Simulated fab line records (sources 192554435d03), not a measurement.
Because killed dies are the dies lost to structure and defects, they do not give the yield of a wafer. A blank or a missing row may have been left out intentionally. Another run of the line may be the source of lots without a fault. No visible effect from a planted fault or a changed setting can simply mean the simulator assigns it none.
The tool behind it: which one? / flow n5-finfet / Sampling: 9 lots, 27 wafers, 7 of 1938 route steps

== WHAT THE GAUGES SHOWED, per wafer ==
N5_BEOL_M7_OVL_MEAS_29. Usual: V6_OVL gives -0.1 nm (standard deviation 0.72).
lot=L789; measured=day 11 17:01; on=overlay-01; V6_OVL (nm)=-0.1 -1.1 -1.4; flag=
lot=L792; measured=day 12 05:50; on=overlay-01; V6_OVL (nm)=-0.1 -0.7 -1.2; flag=
lot=L794; measured=day 14 17:50; on=overlay-02; V6_OVL (nm)=0.4 -0.4 0.8; flag=
lot=L801; measured=day 14 21:19; on=overlay-01; V6_OVL (nm)=-0.7 -0.1 -0.4; flag=
lot=L803; measured=day 16 06:49; on=overlay-01; V6_OVL (nm)=-0.3 -1.0 -1.0; flag=
lot=L809; measured=day 16 18:16; on=overlay-02; V6_OVL (nm)=-0.8 -0.8 -0.3; flag=
lot=L806; measured=day 17 06:55; on=overlay-02; V6_OVL (nm)=-0.4 -0.2 0.3; flag=
lot=L810; measured=day 17 14:26; on=overlay-02; V6_OVL (nm)=0.9 -0.1 -0.2; flag=
lot=L811; measured=day 17 16:41; on=overlay-02; V6_OVL (nm)=-0.2 0.2 0.7; flag=

N5_BEOL_M7_OCD_MEAS_38. Usual: trench-depth-nm 93.9 nm, standard deviation 1.9.
lot=L789; measured=day 11 17:47; on=ocd-01; trench-depth-nm (nm)=92.2 94.7 95.9; flag=
lot=L792; measured=day 12 06:22; on=ocd-02; trench-depth-nm (nm)=91.3 95.4 91.9; flag=
lot=L794; measured=day 14 18:21; on=ocd-01; trench-depth-nm (nm)=93.6 93.0 104.9; flag=
lot=L801; measured=day 14 21:50; on=ocd-01; trench-depth-nm (nm)=93.7 95.2 91.6; flag=
lot=L803; measured=day 16 08:17; on=ocd-02; trench-depth-nm (nm)=92.7 94.6 91.8; flag=
lot=L809; measured=day 16 18:47; on=ocd-02; trench-depth-nm (nm)=90.6 93.7 93.9; flag=
lot=L806; measured=day 17 07:26; on=ocd-02; trench-depth-nm (nm)=93.8 92.9 96.0; flag=
lot=L810; measured=day 17 14:56; on=ocd-01; trench-depth-nm (nm)=93.6 96.4 95.8; flag=
lot=L811; measured=day 17 17:26; on=ocd-02; trench-depth-nm (nm)=91.9 96.0 92.8; flag=

N5_BEOL_M7_THK_MEAS_53: measures by xrf. Usual: M7_THK gives 78.9 nm (standard deviation 2.2).
lot=L789; measured=day 11 22:13; on=film-metro-01; M7_THK (nm)=78.8 80.8 83.2; flag=
lot=L792; measured=day 12 09:40; on=film-metro-01; M7_THK (nm)=76.3 80.6 75.8; flag=
lot=L794; measured=day 14 21:13; on=film-metro-02; M7_THK (nm)=79.0 76.6 90.1; flag=
lot=L801; measured=day 14 23:52; on=film-metro-02; M7_THK (nm)=77.7 78.5 76.0; flag=
lot=L803; measured=day 16 11:58; on=film-metro-02; M7_THK (nm)=80.1 81.5 76.6; flag=
lot=L809; measured=day 16 21:11; on=film-metro-02; M7_THK (nm)=76.5 78.8 79.7; flag=
lot=L806; measured=day 17 09:31; on=film-metro-02; M7_THK (nm)=80.0 80.0 82.6; flag=
lot=L810; measured=day 17 17:29; on=film-metro-02; M7_THK (nm)=79.5 80.1 80.3; flag=
lot=L811; measured=day 17 20:45; on=film-metro-01; M7_THK (nm)=76.8 82.6 80.6; flag=

N5_BEOL_M7_RS_MEAS_57: the measuring method here is four-point-probe. Usual: M7_RS gives 0.287 ohm/sq (standard deviation 0.009).
lot=L789; measured=day 11 22:21; on=film-metro-02; M7_RS (ohm/sq)=0.289 0.279 0.269; flag=
lot=L792; measured=day 12 09:49; on=film-metro-02; M7_RS (ohm/sq)=0.295 0.278 0.298; flag=
lot=L794; measured=day 14 21:20; on=film-metro-02; M7_RS (ohm/sq)=0.285 0.296 0.245; flag=
lot=L801; measured=day 15 00:01; on=film-metro-02; M7_RS (ohm/sq)=0.291 0.288 0.299; flag=
lot=L803; measured=day 16 12:05; on=film-metro-02; M7_RS (ohm/sq)=0.285 0.281 0.301; flag=
lot=L809; measured=day 16 21:19; on=film-metro-01; M7_RS (ohm/sq)=0.295 0.284 0.281; flag=
lot=L806; measured=day 17 09:38; on=film-metro-02; M7_RS (ohm/sq)=0.281 0.282 0.272; flag=
lot=L810; measured=day 17 17:37; on=film-metro-01; M7_RS (ohm/sq)=0.286 0.281 0.281; flag=
lot=L811; measured=day 17 20:53; on=film-metro-01; M7_RS (ohm/sq)=0.296 0.272 0.281; flag=

== TOOL THAT RAN EACH LOT (tool first, then ch and the chambers of the sampled wafers, then the start) ==
lot=L789; N5_BEOL_M7_HM_OPEN_17=rie-metal-02 ch 0,1, day 11 15:41; N5_BEOL_M7_TRENCH_ETCH_37=rie-diel-04 ch 0,1, day 11 17:38; N5_BEOL_M7_STRIP_80=rie-diel-04 ch 0,1, day 11 17:47 or earlier
lot=L792; N5_BEOL_M7_HM_OPEN_17=rie-metal-01 ch 0,1, day 12 03:17; N5_BEOL_M7_TRENCH_ETCH_37=rie-diel-04 ch 0,1,2, day 12 06:12; N5_BEOL_M7_STRIP_80=rie-diel-04 ch 0,1,2, day 12 06:22 or earlier
lot=L794; N5_BEOL_M7_HM_OPEN_17=rie-metal-02 ch 0,1, day 14 14:45; N5_BEOL_M7_TRENCH_ETCH_37=rie-diel-01 ch 0,3, day 14 18:11; N5_BEOL_M7_STRIP_80=rie-diel-01 ch 0,3, day 14 18:21 or earlier
lot=L801; N5_BEOL_M7_HM_OPEN_17=rie-metal-01 ch 0,1, day 14 20:03; N5_BEOL_M7_TRENCH_ETCH_37=rie-diel-06 ch 0,1,2, day 14 21:40; N5_BEOL_M7_STRIP_80=rie-diel-06 ch 0,1,2, day 14 21:50 or earlier
lot=L803; N5_BEOL_M7_HM_OPEN_17=rie-metal-01 ch 0,1, day 16 03:54; N5_BEOL_M7_TRENCH_ETCH_37=rie-diel-04 ch 0,1,3, day 16 08:08; N5_BEOL_M7_STRIP_80=rie-diel-04 ch 0,1,3, day 16 08:17 or earlier
lot=L809; N5_BEOL_M7_HM_OPEN_17=rie-metal-02 ch 0,1, day 16 15:38; N5_BEOL_M7_TRENCH_ETCH_37=rie-diel-04 ch 0,1, day 16 18:38; N5_BEOL_M7_STRIP_80=rie-diel-04 ch 0,1, day 16 18:47 or earlier
lot=L806; N5_BEOL_M7_HM_OPEN_17=rie-metal-01 ch 0,1, day 17 06:00; N5_BEOL_M7_TRENCH_ETCH_37=rie-diel-01 ch 0,1,3, day 17 07:16; N5_BEOL_M7_STRIP_80=rie-diel-01 ch 0,1,3, day 17 07:26 or earlier
lot=L810; N5_BEOL_M7_HM_OPEN_17=rie-metal-03 ch 0,1, day 17 12:40; N5_BEOL_M7_TRENCH_ETCH_37=rie-diel-01 ch 0,2,3, day 17 14:47; N5_BEOL_M7_STRIP_80=rie-diel-01 ch 0,2,3, day 17 14:56 or earlier
lot=L811; N5_BEOL_M7_HM_OPEN_17=rie-metal-02 ch 1, day 17 16:07; N5_BEOL_M7_TRENCH_ETCH_37=rie-diel-01 ch 1,2, day 17 17:16; N5_BEOL_M7_STRIP_80=rie-diel-01 ch 1,2, day 17 17:26 or earlier
- N5_BEOL_M7_HM_OPEN_17: chemistry Cl2/BCl3, target TiN, target depth 20 nm, overetch 6 nm.
- N5_BEOL_M7_TRENCH_ETCH_37: etches SiCOH lowk in C4F6/O2, target depth 93.478 nm, time 31.2 s.
- N5_BEOL_M7_STRIP_80: strips in N2/H2, time 10 s.

== AS READ BY THE TOOLS THEMSELVES (means over the sampled wafers that have a number; for cases with no such wafer, the mark the record gives instead) ==
N5_BEOL_M7_HM_OPEN_17. Usual: drypump-motor-current-A 5.6 A, standard deviation 0.46; oes_ar_750_au 0.78 a.u., standard deviation 0.066; oes-product-au 0.67 a.u., standard deviation 0.053; throttle-valve-pct 22.04 %, standard deviation 0.23.
lot=L789; tool=rie-metal-02; drypump-motor-current-A (A)=5.6; oes_ar_750_au (a.u.)=0.79; oes-product-au (a.u.)=0.69; throttle-valve-pct (%)=21.87; flag=
lot=L792; tool=rie-metal-01; drypump-motor-current-A (A)=5.6; oes_ar_750_au (a.u.)=0.82; oes-product-au (a.u.)=0.69; throttle-valve-pct (%)=21.98; flag=
lot=L794; tool=rie-metal-02; drypump-motor-current-A (A)=5.4; oes_ar_750_au (a.u.)=0.79; oes-product-au (a.u.)=0.70; throttle-valve-pct (%)=22.14; flag=
lot=L801; tool=rie-metal-01; drypump-motor-current-A (A)=5.3; oes_ar_750_au (a.u.)=0.83; oes-product-au (a.u.)=0.71; throttle-valve-pct (%)=22.02; flag=
lot=L803; tool=rie-metal-01; drypump-motor-current-A (A)=5.6; oes_ar_750_au (a.u.)=0.78; oes-product-au (a.u.)=0.67; throttle-valve-pct (%)=21.99; flag=
lot=L809; tool=rie-metal-02; drypump-motor-current-A (A)=5.4; oes_ar_750_au (a.u.)=0.77; oes-product-au (a.u.)=0.68; throttle-valve-pct (%)=22.15; flag=
lot=L806; tool=rie-metal-01; drypump-motor-current-A (A)=5.6; oes_ar_750_au (a.u.)=0.78; oes-product-au (a.u.)=0.67; throttle-valve-pct (%)=21.98; flag=
lot=L810; tool=rie-metal-03; drypump-motor-current-A (A)=6.0; oes_ar_750_au (a.u.)=0.87; oes-product-au (a.u.)=0.74; throttle-valve-pct (%)=21.95; flag=
lot=L811; tool=rie-metal-02; drypump-motor-current-A (A)=5.2; oes_ar_750_au (a.u.)=0.78; oes-product-au (a.u.)=0.68; throttle-valve-pct (%)=22.41; flag=

N5_BEOL_M7_TRENCH_ETCH_37. Usual: value, then standard deviation, for each; bias-w 185.0 W / 0.56; drypump-motor-current-A 5.9 A / 0.36; oes_ar_750_au 0.81 a.u. / 0.071; oes-product-au 0.80 a.u. / 0.074; rf-vpp-V 656 V / 9.7; showerhead-plenum-p-Torr 2.81 Torr / 0.11; throttle-valve-pct 20.82 % / 0.24.
lot=L789; tool=rie-diel-04; bias-w (W)=184.8; drypump-motor-current-A (A)=6.1; oes_ar_750_au (a.u.)=0.86; oes-product-au (a.u.)=0.85; rf-vpp-V (V)=650; showerhead-plenum-p-Torr (Torr)=2.87; throttle-valve-pct (%)=20.91; flag=
lot=L792; tool=rie-diel-04; bias-w (W)=185.3; drypump-motor-current-A (A)=6.0; oes_ar_750_au (a.u.)=0.83; oes-product-au (a.u.)=0.83; rf-vpp-V (V)=647; showerhead-plenum-p-Torr (Torr)=2.83; throttle-valve-pct (%)=20.88; flag=
lot=L794; tool=rie-diel-01; bias-w (W)=204.9; drypump-motor-current-A (A)=6.2; oes_ar_750_au (a.u.)=0.76; oes-product-au (a.u.)=0.76; rf-vpp-V (V)=713; showerhead-plenum-p-Torr (Torr)=2.84; throttle-valve-pct (%)=21.19; flag=OFF
lot=L801; tool=rie-diel-06; bias-w (W)=185.3; drypump-motor-current-A (A)=5.6; oes_ar_750_au (a.u.)=0.88; oes-product-au (a.u.)=0.88; rf-vpp-V (V)=658; showerhead-plenum-p-Torr (Torr)=2.86; throttle-valve-pct (%)=20.52; flag=
lot=L803; tool=rie-diel-04; bias-w (W)=184.9; drypump-motor-current-A (A)=5.7; oes_ar_750_au (a.u.)=0.79; oes-product-au (a.u.)=0.79; rf-vpp-V (V)=658; showerhead-plenum-p-Torr (Torr)=2.85; throttle-valve-pct (%)=20.90; flag=
lot=L809; tool=rie-diel-04; bias-w (W)=185.0; drypump-motor-current-A (A)=6.2; oes_ar_750_au (a.u.)=0.80; oes-product-au (a.u.)=0.80; rf-vpp-V (V)=649; showerhead-plenum-p-Torr (Torr)=2.85; throttle-valve-pct (%)=20.96; flag=
lot=L806; tool=rie-diel-01; bias-w (W)=184.5; drypump-motor-current-A (A)=6.2; oes_ar_750_au (a.u.)=0.74; oes-product-au (a.u.)=0.74; rf-vpp-V (V)=656; showerhead-plenum-p-Torr (Torr)=2.76; throttle-valve-pct (%)=21.09; flag=
lot=L810; tool=rie-diel-01; bias-w (W)=185.1; drypump-motor-current-A (A)=6.2; oes_ar_750_au (a.u.)=0.77; oes-product-au (a.u.)=0.77; rf-vpp-V (V)=658; showerhead-plenum-p-Torr (Torr)=2.81; throttle-valve-pct (%)=20.99; flag=
lot=L811; tool=rie-diel-01; bias-w (W)=185.1; drypump-motor-current-A (A)=6.1; oes_ar_750_au (a.u.)=0.77; oes-product-au (a.u.)=0.77; rf-vpp-V (V)=647; showerhead-plenum-p-Torr (Torr)=2.78; throttle-valve-pct (%)=20.81; flag=

N5_BEOL_M7_STRIP_80. Usual: drypump-motor-current-A 6.0 A, standard deviation 0.36; h2-flow-sccm 200.1 sccm, standard deviation 0.62; oes-product-au 0.81 a.u., standard deviation 0.072; rf-vpp-V 59.1 V, standard deviation 0.9; showerhead-plenum-p-Torr 2.50 Torr, standard deviation 0.1; throttle-valve-pct 23.6 %, standard deviation 0.38.
lot=L789; tool=rie-diel-04; drypump-motor-current-A (A)=6.1; h2-flow-sccm (sccm)=200.8; oes-product-au (a.u.)=0.86; rf-vpp-V (V)=59.3; showerhead-plenum-p-Torr (Torr)=2.57; throttle-valve-pct (%)=23.7; flag=
lot=L792; tool=rie-diel-04; drypump-motor-current-A (A)=6.0; h2-flow-sccm (sccm)=199.8; oes-product-au (a.u.)=0.84; rf-vpp-V (V)=59.7; showerhead-plenum-p-Torr (Torr)=2.53; throttle-valve-pct (%)=23.6; flag=
lot=L794; tool=rie-diel-01; drypump-motor-current-A (A)=6.2; h2-flow-sccm (sccm)=200.1; oes-product-au (a.u.)=0.76; rf-vpp-V (V)=58.9; showerhead-plenum-p-Torr (Torr)=2.53; throttle-valve-pct (%)=24.2; flag=
lot=L801; tool=rie-diel-06; drypump-motor-current-A (A)=5.6; h2-flow-sccm (sccm)=199.6; oes-product-au (a.u.)=0.89; rf-vpp-V (V)=59.4; showerhead-plenum-p-Torr (Torr)=2.55; throttle-valve-pct (%)=23.2; flag=
lot=L803; tool=rie-diel-04; drypump-motor-current-A (A)=5.8; h2-flow-sccm (sccm)=200.3; oes-product-au (a.u.)=0.79; rf-vpp-V (V)=59.6; showerhead-plenum-p-Torr (Torr)=2.55; throttle-valve-pct (%)=23.7; flag=
lot=L809; tool=rie-diel-04; drypump-motor-current-A (A)=6.1; h2-flow-sccm (sccm)=199.7; oes-product-au (a.u.)=0.81; rf-vpp-V (V)=59.6; showerhead-plenum-p-Torr (Torr)=2.55; throttle-valve-pct (%)=23.7; flag=
lot=L806; tool=rie-diel-01; drypump-motor-current-A (A)=6.2; h2-flow-sccm (sccm)=199.9; oes-product-au (a.u.)=0.74; rf-vpp-V (V)=59.3; showerhead-plenum-p-Torr (Torr)=2.46; throttle-valve-pct (%)=24.1; flag=
lot=L810; tool=rie-diel-01; drypump-motor-current-A (A)=6.2; h2-flow-sccm (sccm)=200.2; oes-product-au (a.u.)=0.77; rf-vpp-V (V)=58.1; showerhead-plenum-p-Torr (Torr)=2.51; throttle-valve-pct (%)=24.0; flag=
lot=L811; tool=rie-diel-01; drypump-motor-current-A (A)=6.1; h2-flow-sccm (sccm)=199.1; oes-product-au (a.u.)=0.76; rf-vpp-V (V)=59.1; showerhead-plenum-p-Torr (Torr)=2.48; throttle-valve-pct (%)=23.8; flag=

== THE ANSWER, worked out from the rows above alone ==
Rule: lot off if the mean of its wafers having a number is beyond 3 standard deviations from the usual mean. Also off: a lot with no number at a reading for which 4 or more lots have one. The other lots that the step has rows for count as sound. After the gauges, taken in route order, come the tools' own readings; for these a lot's mean is taken, as printed above. The first step at which some lot is off is used, and at that step the reading that is off furthest; a lot without a number counts as furthest.
Off: L794 (N5_BEOL_M7_TRENCH_ETCH_37, bias-w).
If a tool, at that step or one of the process steps before it, ran each lot that is off and ran no sound lot following the first of them, it fits. Not one of the candidates tried fits.

== WHAT THE SIMULATOR HAD PUT IN ==
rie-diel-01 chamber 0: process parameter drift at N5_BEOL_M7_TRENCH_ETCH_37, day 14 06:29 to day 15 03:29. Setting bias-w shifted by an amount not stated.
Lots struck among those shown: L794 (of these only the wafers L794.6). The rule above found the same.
